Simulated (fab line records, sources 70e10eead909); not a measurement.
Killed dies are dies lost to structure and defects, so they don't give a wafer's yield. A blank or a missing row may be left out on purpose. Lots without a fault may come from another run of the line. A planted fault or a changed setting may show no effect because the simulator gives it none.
Chamber matching | flow nand_harc | NHARC_A_STAIRCASE_ETCH_19 on rie_diel-02: 4 sister chambers
The step etches the open film in C4F8/O2, target depth 100 nm, time 40.5 s. 4 wafers are shown with their chamber, then 7 later ones without.

WAFERS WITH THEIR CHAMBER
wafer  | chamber | rf_vpp_V (V)
L109.3 | 1       | 892
L107.5 | 0       | 888
L111.3 | 3       | 889
L111.5 | 2       | 884

WAFERS WITHOUT THEIR CHAMBER
wafer  | rf_vpp_V (V)
L111.6 | 889
L119.1 | 905
L119.2 | 888
L121.2 | 906
L121.6 | 906
L122.2 | 907
L122.6 | 905

WHICH CHAMBER EACH WENT THROUGH
wafer  | from the rows above               | in truth
L111.6 | can't be placed: 3 or 0 or 1 or 2 | 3
L119.1 | can't be placed: 1 or 3 or 0 or 2 | 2
L119.2 | can't be placed: 0 or 3 or 1 or 2 | 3
L121.2 | can't be placed: 1 or 3 or 0 or 2 | 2
L121.6 | can't be placed: 1 or 3 or 0 or 2 | 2
L122.2 | can't be placed: 1 or 3 or 0 or 2 | 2
L122.6 | can't be placed: 1 or 3 or 0 or 2 | 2
Placed correctly: 0 of 7. Can't be placed from these rows: 7 (the true chamber is among the candidates in 7). Placed wrongly: 0.
How it was worked out, from the rows above alone: a wafer's distance from a chamber is the root of the sum, over the readings, of the square of ((its reading less the chamber's mean) divided by the reading's scatter). The wafer belongs to the nearest chamber; if the next one is less than 2 further off, it can't be placed. A chamber's mean is the mean of its shown wafers. The scatter: with one shown wafer a chamber, the root of the mean of the squares of how far each hidden wafer lies from its nearest shown one.
